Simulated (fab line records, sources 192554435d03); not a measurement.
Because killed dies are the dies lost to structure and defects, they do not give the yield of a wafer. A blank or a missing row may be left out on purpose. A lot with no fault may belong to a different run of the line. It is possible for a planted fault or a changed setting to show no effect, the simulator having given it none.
fab line records	flow n5-finfet	part 1 of 2: steps 1 to 22 of 31
record: lots: 5	wafers: 15	last-day: 17
route steps=1938 shown HKMG_FIN@385
lots that met no fault: from a run of the same line without faults
start-h: start of the lot's first displayed wafer, in hours after the record's first day	wait-h: hours elapsed since this lot's preceding step	" identical to the entry in the row above	L1.1+2: a row that stands for several wafers	- no value present, or no start provided	* or withheld: withheld	< > ~ a bound
route shown NAME@n: a module of which the file shows steps, and the number in the route of the first	usual: mean and standard deviation over wafers with no fault	same: alike in all rows	chamber/n: place in a boat	sites: the reading at each site	_std_site: the standard deviation of these	_edge_site: mean of outer sites minus mean of inner sites	radius-mm: for every site, how far away it sits from the centre of the wafer	mask NAME#n: copy n	behind: the most recent tool/chamber to have shaped the wafer	hold: why the lot went on hold/how many hours it stayed there/how the hold came to an end	device: names the non-switching transistor (n, p or np)	end of line: at the end of the route, the tests of the same wafers	where a step has no rows: the recipe by itself	killed: dies that structure and defects cost at the first sort, which is not the same as the wafer's yield	map: dies across one wafer; x = killed, . = not, _ = none there
set.NAME: the setting as run; set.NAME@STEP: as run at that earlier step	model.NAME: the simulator's own value behind a step, which no gauge read
lots at selected steps of the route; one table per step, one row per wafer
services: from which hour (start-h, from the record's first day; less than 0 if before it) a tool's chamber was out of use, for how many hours, and why
== steps ==
step: N5_HKMG_FIN_IL_REGROW_00
recipe: material: SiO2	target-thk-a: 7.5	chemistry: O3	temp-c: withheld	time-s: 30
same: time-s: 30
lot.wafer	tool	chamber	start-h	wait-h
L074.1+5+6	ald-hk-03	0,2,1	71.37	0.0
L078.2+4+5	ald-hk-01	0,1,0	96.83	0.0
L088.3+5+6	ald-hk-03	0,1,2	155.00	0.0
L089.2+3+5	ald-hk-01	0,1,0	164.26	0.0
L097.1+4+5	ald-hk-01	1,3,0	207.80	0.0
step: N5_HKMG_FIN_HK_ALD_01
recipe: material: HfO2	target-thk-a: 16	temp-c: withheld	ald-precursor-family: HfCl4	ald-co-reactant: H2O	pulse-time-s: 3	purge-time-s: 3	co-reactant-purge-time-s: 2.5	co-reactant-pulse-time-s: 0.3	ald-cycles: 30
usual: precursor-pulse-height-rel: 0.999/0.021
lot.wafer	tool	chamber	start-h	wait-h	precursor-pulse-height-rel
L074.1	ald-hk-03	0	71.42	0.0	0.996
L074.5	"	2	"	"	0.991
L074.6	"	1	"	"	1.012
L078.2	ald-hk-01	0	96.88	0.0	1.008
L078.4	"	1	"	"	1.019
L078.5	"	0	"	"	0.980
L088.3	ald-hk-03	0	155.05	0.0	1.042
L088.5	"	1	"	"	0.990
L088.6	"	2	"	"	1.035
L089.2	ald-hk-01	0	164.31	0.0	1.035
L089.3	"	1	"	"	0.994
L089.5	"	0	"	"	1.002
L097.1	ald-hk-01	1	207.85	0.0	1.017
L097.4	"	3	"	"	1.048
L097.5	"	0	"	"	1.006
step: N5_HKMG_FIN_HK_ANNEAL_02
recipe: temp-c: 700	time-s: 30	ambient: N2	idle-temp-c: 600	ramp-up-c-per-s: 150	ramp-down-c-per-s: 60	cool-to-c: 600
usual: lamp-power-pct: 8.80/0.055	lamp_zone_1_pct: 8.798/0.012	lamp_zone_6_pct: 8.724/0.011	wafer_temp_C_max: 702.9/0.68
same: time-s: 30
lot.wafer	tool	chamber	start-h	wait-h	lamp-power-pct	lamp_zone_1_pct	lamp_zone_6_pct	wafer_temp_C_max
L074.1	rtp-anneal-01	0	71.64	0.1	8.80	8.807	8.706	702.0
L074.5	"	0	"	"	8.75	8.780	8.735	703.2
L074.6	"	0	"	"	8.75	8.785	8.727	702.5
L078.2	rtp-anneal-01	0	97.13	0.2	8.83	8.825	8.716	702.3
L078.4	"	0	"	"	8.80	8.799	8.720	703.0
L078.5	"	0	"	"	8.78	8.795	8.743	702.9
L088.3	rtp-anneal-01	0	155.30	0.2	8.77	8.789	8.711	702.5
L088.5	"	0	"	"	8.84	8.788	8.741	702.2
L088.6	"	0	"	"	8.88	8.803	8.719	702.9
L089.2	rtp-anneal-02	0	164.61	0.2	8.73	8.793	8.709	703.0
L089.3	"	0	"	"	8.81	8.802	8.738	703.0
L089.5	"	0	"	"	8.70	8.788	8.716	704.9
L097.1	rtp-anneal-02	0	208.25	0.3	8.78	8.801	8.726	702.7
L097.4	"	0	"	"	8.75	8.788	8.731	702.5
L097.5	"	0	"	"	8.81	8.816	8.733	703.3
step: N5_HKMG_FIN_ALD_74
recipe: material: La2O3	target-thk-a: 5	temp-c: 250	ald-precursor-family: La-Cp	ald-co-reactant: O3	pulse-time-s: 6	co-reactant-pulse-time-s: 1	purge-time-s: 3	co-reactant-purge-time-s: 3
usual: heater-power-w: 351/35	precursor-pulse-height-rel: 0.999/0.019	susceptor-temp-C: 250.02/0.17
lot.wafer	tool	chamber	start-h	wait-h	heater-power-w	precursor-pulse-height-rel	susceptor-temp-C
L074.1	ald-hk-01	0	71.87	0.2	347	0.973	249.90
L074.5	"	3	"	"	354	0.999	250.06
L074.6	"	2	"	"	351	1.008	249.88
L078.2	ald-hk-02	0	97.46	0.3	320	1.008	249.70
L078.4	"	1	"	"	341	1.002	250.14
L078.5	"	3	"	"	362	0.990	250.20
L088.3	ald-hk-01	1	155.45	0.1	304	0.971	250.26
L088.5	"	2	"	"	352	0.988	249.92
L088.6	"	1	"	"	304	1.008	250.16
L089.2	ald-hk-02	0	164.81	0.2	330	1.014	249.98
L089.3	"	2	"	"	382	0.967	249.97
L089.5	"	1	"	"	343	0.996	250.31
L097.1	ald-hk-02	3	208.46	0.2	355	0.977	250.21
L097.4	"	0	"	"	324	1.006	249.48
L097.5	"	1	"	"	335	0.990	250.28
step: N5_HKMG_FIN_ALD_75
recipe: material: Al2O3	target-thk-a: 10	temp-c: 150	ald-precursor-family: TMA	ald-co-reactant: H2O	pulse-time-s: withheld	co-reactant-pulse-time-s: 1
usual: heater-power-w: 151/15	precursor-pulse-height-rel: 1.001/0.021	susceptor-temp-C: 150.00/0.16
lot.wafer	tool	chamber	start-h	wait-h	heater-power-w	precursor-pulse-height-rel	susceptor-temp-C
L074.1	ald-hk-01	0	71.95	0.0	153	1.007	150.24
L074.5	"	3	"	"	154	0.989	149.86
L074.6	"	2	"	"	148	1.018	149.96
L078.2	ald-hk-02	0	97.54	0.0	141	0.951	149.99
L078.4	"	1	"	"	149	0.999	150.08
L078.5	"	3	"	"	150	1.005	150.10
L088.3	ald-hk-01	1	155.53	0.0	135	1.013	150.07
L088.5	"	2	"	"	151	0.996	149.86
L088.6	"	1	"	"	132	1.035	150.07
L089.2	ald-hk-02	0	164.89	0.0	140	0.987	150.32
L089.3	"	2	"	"	169	0.977	149.86
L089.5	"	1	"	"	146	1.008	149.80
L097.1	ald-hk-02	3	208.54	0.0	148	1.017	150.05
L097.4	"	0	"	"	139	1.010	149.96
L097.5	"	1	"	"	144	0.999	149.95
step: N5_HKMG_FIN_COAT_41
recipe: resist: SOC	temp-c: 250	time-s: 60	spin-rpm: 1500	resist-thk-nm: 300
same: time-s: 60
lot.wafer	tool	chamber	start-h	wait-h
L074.1+5+6	litho-track-01	0	72.05	-
L078.2+4+5	litho-track-04	0	97.64	-
L088.3+5+6	litho-track-01	0	155.63	-
L089.2+3+5	litho-track-01	0	164.98	-
L097.1+4+5	litho-track-01	0	208.64	-
step: N5_HKMG_FIN_COAT_42
recipe: resist: SiARC	temp-c: 220	time-s: 60	spin-rpm: 1500	resist-thk-nm: 35
same: time-s: 60
lot.wafer	tool	chamber	start-h	wait-h
L074.1+5+6	litho-track-01	0	-	-
L078.2+4+5	litho-track-04	0	-	-
L088.3+5+6	litho-track-01	0	-	-
L089.2+3+5	litho-track-01	0	-	-
L097.1+4+5	litho-track-01	0	-	-
step: N5_HKMG_FIN_COAT_43
recipe: resist: CAR-ArF	spin-rpm: 1500	resist-thk-nm: 90
lot.wafer	tool	chamber	start-h	wait-h
L074.1+5+6	litho-track-01	0	-	-
L078.2+4+5	litho-track-04	0	-	-
L088.3+5+6	litho-track-01	0	-	-
L089.2+3+5	litho-track-01	0	-	-
L097.1+4+5	litho-track-01	0	-	-
step: N5_HKMG_FIN_EBR_45
recipe: solvent: PGMEA	ebr-width-mm: 1.5
lot.wafer	tool	chamber	start-h	wait-h
L074.1+5+6	litho-track-01	0	-	-
L078.2+4+5	litho-track-04	0	-	-
L088.3+5+6	litho-track-01	0	-	-
L089.2+3+5	litho-track-01	0	-	-
L097.1+4+5	litho-track-01	0	-	-
step: N5_HKMG_FIN_SOFTBAKE_44
recipe: temp-c: 110	time-s: 60	resist: CAR-ArF
same: time-s: 60
lot.wafer	tool	chamber	start-h	wait-h
L074.1+5+6	litho-track-01	0	-	-
L078.2+4+5	litho-track-04	0	-	-
L088.3+5+6	litho-track-01	0	-	-
L089.2+3+5	litho-track-01	0	-	-
L097.1+4+5	litho-track-01	0	-	-
step: N5_HKMG_FIN_EXPOSE_46
recipe: mask-id: NDIPOLE	na: 1.35	source-shape: conventional	sigma-outer: 0.8	polarization: unpolarized	dose-mj: 40
usual: reticle-temp-C: 23.01/0.11
lot.wafer	tool	chamber	start-h	wait-h	mask	reticle-temp-C
L074.1	arfi-scanner-03	0	72.29	-	NDIPOLE#0	23.03
L074.5	"	0	"	"	NDIPOLE#0	23.04
L074.6	"	0	"	"	NDIPOLE#0	22.91
L078.2	arfi-scanner-02	0	97.89	-	NDIPOLE#0	23.06
L078.4	"	0	"	"	NDIPOLE#0	22.90
L078.5	"	0	"	"	NDIPOLE#0	22.98
L088.3	arfi-scanner-02	0	155.89	-	NDIPOLE#0	23.03
L088.5	"	0	"	"	NDIPOLE#0	23.23
L088.6	"	0	"	"	NDIPOLE#0	23.08
L089.2	arfi-scanner-03	0	165.23	-	NDIPOLE#0	22.96
L089.3	"	0	"	"	NDIPOLE#0	23.05
L089.5	"	0	"	"	NDIPOLE#0	22.99
L097.1	arfi-scanner-02	0	208.88	-	NDIPOLE#0	23.05
L097.4	"	0	"	"	NDIPOLE#0	23.02
L097.5	"	0	"	"	NDIPOLE#0	22.79
step: N5_HKMG_FIN_PEB_47
recipe: peb-temp-c: withheld	peb-time-s: 60	resist: CAR-ArF
lot.wafer	tool	chamber	start-h	wait-h
L074.1+5+6	litho-track-01	0	72.35	0.1
L078.2+4+5	litho-track-04	0	97.94	0.0
L088.3+5+6	litho-track-01	0	155.93	0.0
L089.2+3+5	litho-track-01	0	165.29	0.0
L097.1+4+5	litho-track-01	0	208.94	0.1
step: N5_HKMG_FIN_DEVELOP_48
recipe: develop-time-s: 30	developer: TMAH	resist: CAR-ArF	rinse-liquid: diw	dry: air-spin	dev-temp-c: 23
lot.wafer	tool	chamber	start-h	wait-h
L074.1+5+6	litho-track-01	0	-	-
L078.2+4+5	litho-track-04	0	-	-
L088.3+5+6	litho-track-01	0	-	-
L089.2+3+5	litho-track-01	0	-	-
L097.1+4+5	litho-track-01	0	-	-
step: N5_HKMG_FIN_CD_MEAS_49
recipe: target-cd-nm: 202	landing-energy-ev: 500	detector: se-inlens	polarity: opening
usual: cd-nm: 202.5/0.7
lot.wafer	tool	chamber	start-h	wait-h	cd-nm
L074.1	cd-sem-01	0	72.41	-	202.6
L074.5	"	0	"	"	201.7
L074.6	"	0	"	"	201.9
L078.2	cd-sem-03	0	98.01	-	203.9
L078.4	"	0	"	"	203.3
L078.5	"	0	"	"	203.9
L088.3	cd-sem-01	0	156.00	-	203.2
L088.5	"	0	"	"	203.6
L088.6	"	0	"	"	202.8
L089.2	cd-sem-02	0	165.35	-	203.4
L089.3	"	0	"	"	202.8
L089.5	"	0	"	"	202.7
L097.1	cd-sem-01	0	209.00	-	202.1
L097.4	"	0	"	"	202.3
L097.5	"	0	"	"	202.0
step: N5_HKMG_FIN_OVL_MEAS_50
recipe: points-per-wafer: 44
usual: NDIPOLE_OVL: -0.2/0.68
lot.wafer	tool	chamber	start-h	wait-h	NDIPOLE_OVL[nm]
L074.1	overlay-02	0	72.44	0.0	-1.3
L074.5	"	0	"	"	-0.2
L074.6	"	0	"	"	0.3
L078.2	overlay-02	0	98.04	0.0	-0.5
L078.4	"	0	"	"	-1.0
L078.5	"	0	"	"	-1.5
L088.3	overlay-02	0	156.03	0.0	-0.1
L088.5	"	0	"	"	-1.0
L088.6	"	0	"	"	-0.4
L089.2	overlay-01	0	165.38	0.0	-0.1
L089.3	"	0	"	"	0.0
L089.5	"	0	"	"	0.5
L097.1	overlay-01	0	209.03	0.0	-0.3
L097.4	"	0	"	"	-0.4
L097.5	"	0	"	"	-1.3
step: N5_HKMG_FIN_INSPECT_61
recipe: mode: adi	inspect-instrument: macro
usual: raw-defect-count: 2.1/1.5
lot.wafer	tool	chamber	start-h	wait-h	raw-defect-count
L074.1	defect-inspect-01	-	72.47	0.0	1
L074.5	"	-	"	"	2
L074.6	"	-	"	"	5
L078.2	defect-inspect-01	-	98.06	0.0	2
L078.4	"	-	"	"	0
L078.5	"	-	"	"	4
L088.3	defect-inspect-02	-	156.05	0.0	1
L088.5	"	-	"	"	0
L088.6	"	-	"	"	7
L089.2	defect-inspect-01	-	165.41	0.0	2
L089.3	"	-	"	"	3
L089.5	"	-	"	"	2
L097.1	defect-inspect-01	-	209.06	0.0	2
L097.4	"	-	"	"	1
L097.5	"	-	"	"	1
step: N5_HKMG_FIN_DESCUM_53
recipe: chemistry: O2	time-s: 7.9	source-power-w: 50	bias-power-w: 20	pressure-mtorr: 20	rf-frequency-hz: 2.712e+07	temp-c: 40	resist: CAR-ArF	o2-flow-sccm: 225
usual: drypump-motor-current-A: 5.7/0.39	oes-product-au: 0.78/0.085	rf-vpp-V: 243.2/1.3	showerhead-plenum-p-Torr: 2.09/0.073	throttle-valve-pct: 20.56/0.19
same: time-s: 7.9
lot.wafer	tool	chamber	start-h	wait-h	drypump-motor-current-A	oes-product-au	rf-hours-counter-h	rf-vpp-V	showerhead-plenum-p-Torr	throttle-valve-pct
L074.1	rie-diel-02	1	72.50	0.0	5.5	0.75	167	245.2	2.20	20.77
L074.5	"	1	"	"	5.6	0.75	-	243.5	2.20	20.77
L074.6	"	0	"	"	5.3	0.98	-	244.3	2.12	20.42
L078.2	rie-diel-04	1	98.34	0.3	5.4	0.93	26	242.3	2.13	20.34
L078.4	"	2	"	"	6.4	0.75	155	240.8	2.00	20.32
L078.5	"	3	"	"	5.6	0.74	-	243.4	2.09	20.66
L088.3	rie-diel-04	3	156.45	0.4	5.7	0.73	191	243.4	2.08	20.69
L088.5	"	1	"	"	5.4	0.89	-	243.6	2.12	20.35
L088.6	"	0	"	"	6.1	0.79	-	242.8	2.03	20.47
L089.2	rie-diel-06	3	165.44	0.0	5.9	0.69	243	243.8	2.05	21.04
L089.3	"	0	"	"	5.9	0.66	272	242.4	2.12	20.53
L089.5	"	2	"	"	5.3	0.72	-	242.2	1.99	20.63
L097.1	rie-diel-04	1	209.09	0.0	5.4	0.89	65	244.0	2.11	20.38
L097.4	"	1	"	"	5.4	0.88	-	244.4	2.11	20.39
L097.5	"	3	"	"	5.6	0.72	-	242.9	2.07	20.72
step: N5_HKMG_FIN_ETCH_54
recipe: chemistry: CF4	target: SiARC	target-depth-a: 455	mask-material: CAR-ArF	time-s: 75.8	ion-energy-ev: 80	pressure-mtorr: 40	source-w: 545	bias-w: 36	Ar_flow_sccm: 100	cf4-flow-sccm: 100	ends: cleared
usual: drypump-motor-current-A: 5.7/0.39	etch-rf-on-time-s: 75.5/1.7	mfc-ar-sccm: 99.96/0.27	oes-product-au: 0.67/0.072	rf-vpp-V: 184.0/1.1	showerhead-plenum-p-Torr: 2.15/0.064	throttle-valve-pct: 15.75/0.22
lot.wafer	tool	chamber	start-h	wait-h	drypump-motor-current-A	etch-rf-on-time-s	mfc-ar-sccm	oes-product-au	rf-hours-counter-h	rf-vpp-V	showerhead-plenum-p-Torr	throttle-valve-pct
L074.1	rie-diel-02	1	72.54	0.0	5.5	74.8	99.88	0.64	167	184.4	2.23	15.88
L074.5	"	1	"	"	5.6	74.4	99.91	0.64	-	185.7	2.23	15.88
L074.6	"	0	"	"	5.3	75.0	99.53	0.83	-	184.0	2.20	15.69
L078.2	rie-diel-04	1	98.38	0.0	5.4	72.4	99.93	0.81	26	183.6	2.17	15.49
L078.4	"	2	"	"	6.4	77.9	100.07	0.63	155	184.4	2.05	15.56
L078.5	"	3	"	"	5.6	75.4	99.77	0.64	-	184.0	2.15	15.94
L088.3	rie-diel-04	3	156.48	0.0	5.7	76.5	99.70	0.63	191	185.3	2.14	15.98
L088.5	"	1	"	"	5.4	73.2	99.44	0.78	-	184.2	2.16	15.54
L088.6	"	0	"	"	6.1	77.3	100.05	0.66	-	182.3	2.08	15.62
L089.2	rie-diel-06	3	165.47	0.0	5.9	78.1	99.45	0.58	243	183.4	2.11	16.21
L089.3	"	0	"	"	5.9	73.2	100.16	0.58	272	184.9	2.17	15.78
L089.5	"	2	"	"	5.3	75.3	99.83	0.62	-	183.5	2.04	15.86
L097.1	rie-diel-04	1	209.13	0.0	5.4	72.8	99.85	0.75	65	184.7	2.16	15.57
L097.4	"	1	"	"	5.4	72.7	100.10	0.75	-	185.6	2.16	15.58
L097.5	"	3	"	"	5.6	76.2	100.24	0.61	-	181.5	2.14	16.00
step: N5_HKMG_FIN_ETCH_55
recipe: chemistry: N2/H2	target: SOC	target-depth-a: 2400	temp-c: 40	time-s: 300	ion-energy-ev: 200	mask-material: SiARC	pressure-mtorr: 30	source-w: 840	bias-w: 150	n2-flow-sccm: 200	h2-flow-sccm: 200
usual: drypump-motor-current-A: 5.7/0.39	oes-product-au: 0.78/0.085	rf-vpp-V: 524.0/2.5	showerhead-plenum-p-Torr: 2.54/0.082	throttle-valve-pct: 17.96/0.19
same: time-s: 300
lot.wafer	tool	chamber	start-h	wait-h	drypump-motor-current-A	oes-product-au	rf-hours-counter-h	rf-vpp-V	showerhead-plenum-p-Torr	throttle-valve-pct
L074.1	rie-diel-02	1	72.59	0.0	5.6	0.74	167	526.9	2.65	18.05
L074.5	"	1	"	"	5.6	0.75	-	525.5	2.65	18.06
L074.6	"	0	"	"	5.3	0.97	-	524.8	2.61	17.95
L078.2	rie-diel-04	1	98.44	0.0	5.4	0.95	26	525.1	2.59	17.83
L078.4	"	2	"	"	6.4	0.73	156	521.1	2.45	17.81
L078.5	"	3	"	"	5.7	0.73	-	523.6	2.53	18.06
L088.3	rie-diel-04	3	156.54	0.0	5.7	0.72	191	523.3	2.52	18.11
L088.5	"	1	"	"	5.4	0.90	-	523.9	2.58	17.87
L088.6	"	0	"	"	6.1	0.78	-	523.0	2.45	17.66
L089.2	rie-diel-06	3	165.53	0.0	5.9	0.68	243	523.9	2.50	18.40
L089.3	"	0	"	"	6.0	0.68	272	524.3	2.58	17.98
L089.5	"	2	"	"	5.3	0.74	-	520.7	2.41	18.07
L097.1	rie-diel-04	1	209.18	0.0	5.4	0.88	65	524.7	2.57	17.90
L097.4	"	1	"	"	5.4	0.88	-	524.7	2.57	17.90
L097.5	"	3	"	"	5.6	0.72	-	524.2	2.51	18.14
step: N5_HKMG_FIN_STRIP_56
recipe: chemistry: N2/H2	temp-c: 40	n2-flow-sccm: 200	h2-flow-sccm: 200	rf-frequency-hz: 6e+07
lot.wafer	tool	chamber	start-h	wait-h
L074.1+5+6	rie-diel-02	1,1,0	72.77	0.1
L078.2+4+5	rie-diel-04	1,2,3	98.62	0.1
L088.3+5+6	rie-diel-04	3,1,0	156.72	0.1
L089.2+3+5	rie-diel-06	3,0,2	165.71	0.1
L097.1+4+5	rie-diel-04	1,1,3	209.36	0.1
step: N5_HKMG_FIN_STRIP_57
recipe: chemistry: CF4	resist: SiARC	power-w: 300	bias-power-w: 75	pressure-mtorr: 50	cf4-flow-sccm: 150	rf-frequency-hz: 6e+07
usual: drypump-motor-current-A: 5.7/0.39	oes-product-au: 0.77/0.077	rf-vpp-V: 271.0/1.5	showerhead-plenum-p-Torr: 1.79/0.056	throttle-valve-pct: 13.70/0.22
lot.wafer	tool	chamber	start-h	wait-h	drypump-motor-current-A	oes-product-au	rf-hours-counter-h	rf-vpp-V	showerhead-plenum-p-Torr	throttle-valve-pct
L074.1	rie-diel-02	1	72.78	0.0	5.5	0.74	167	273.0	1.87	13.87
L074.5	"	1	"	"	5.6	0.73	-	273.1	1.87	13.86
L074.6	"	0	"	"	5.3	0.95	-	271.9	1.84	13.57
L078.2	rie-diel-04	1	98.63	0.0	5.4	0.91	26	272.5	1.82	13.45
L078.4	"	2	"	"	6.4	0.74	156	269.3	1.72	13.53
L078.5	"	3	"	"	5.6	0.74	-	271.1	1.80	13.93
L088.3	rie-diel-04	3	156.73	0.0	5.7	0.72	191	270.1	1.80	13.96
L088.5	"	1	"	"	5.4	0.87	-	272.3	1.81	13.51
L088.6	"	0	"	"	6.1	0.78	-	269.8	1.74	13.54
L089.2	rie-diel-06	3	165.72	0.0	5.9	0.68	243	268.4	1.75	14.17
L089.3	"	0	"	"	5.9	0.66	272	271.7	1.81	13.78
L089.5	"	2	"	"	5.3	0.72	-	269.4	1.69	13.76
L097.1	rie-diel-04	1	209.37	0.0	5.3	0.85	66	272.8	1.81	13.55
L097.4	"	1	"	"	5.4	0.85	-	270.3	1.81	13.56
L097.5	"	3	"	"	5.6	0.70	-	270.5	1.79	13.99
step: N5_HKMG_FIN_ETCH_58
recipe: chemistry: N2/H2	target: SOC	target-depth-a: 2158	ion-energy-ev: 50	bias-w: 13	time-s: 741	pressure-mtorr: 30	source-w: 875	n2-flow-sccm: 200	h2-flow-sccm: 200
usual: drypump-motor-current-A: 5.7/0.39	oes-product-au: 0.78/0.084	rf-vpp-V: 99.1/0.81	showerhead-plenum-p-Torr: 2.54/0.082	throttle-valve-pct: 17.91/0.19
same: time-s: 741
lot.wafer	tool	chamber	start-h	wait-h	drypump-motor-current-A	oes-product-au	rf-hours-counter-h	rf-vpp-V	showerhead-plenum-p-Torr	throttle-valve-pct
L074.1	rie-diel-02	1	72.80	0.0	5.5	0.74	167	99.9	2.65	17.99
L074.5	"	1	"	"	5.5	0.75	-	100.7	2.65	18.00
L074.6	"	0	"	"	5.3	0.96	-	98.6	2.61	17.92
L078.2	rie-diel-04	1	98.65	0.0	5.4	0.94	26	99.1	2.59	17.77
L078.4	"	2	"	"	6.4	0.75	156	98.7	2.45	17.76
L078.5	"	3	"	"	5.7	0.74	-	97.2	2.53	18.03
L088.3	rie-diel-04	3	156.75	0.0	5.6	0.72	191	99.1	2.52	18.06
L088.5	"	1	"	"	5.4	0.91	-	99.8	2.58	17.80
L088.6	"	0	"	"	6.1	0.77	-	98.7	2.45	17.64
L089.2	rie-diel-06	3	165.74	0.0	5.9	0.69	243	100.2	2.51	18.38
L089.3	"	0	"	"	6.0	0.68	272	99.3	2.58	17.94
L089.5	"	2	"	"	5.3	0.73	-	98.3	2.41	18.03
L097.1	rie-diel-04	1	209.39	0.0	5.4	0.88	66	97.5	2.57	17.87
L097.4	"	1	"	"	5.4	0.88	-	98.9	2.57	17.85
L097.5	"	3	"	"	5.7	0.71	-	98.0	2.51	18.09
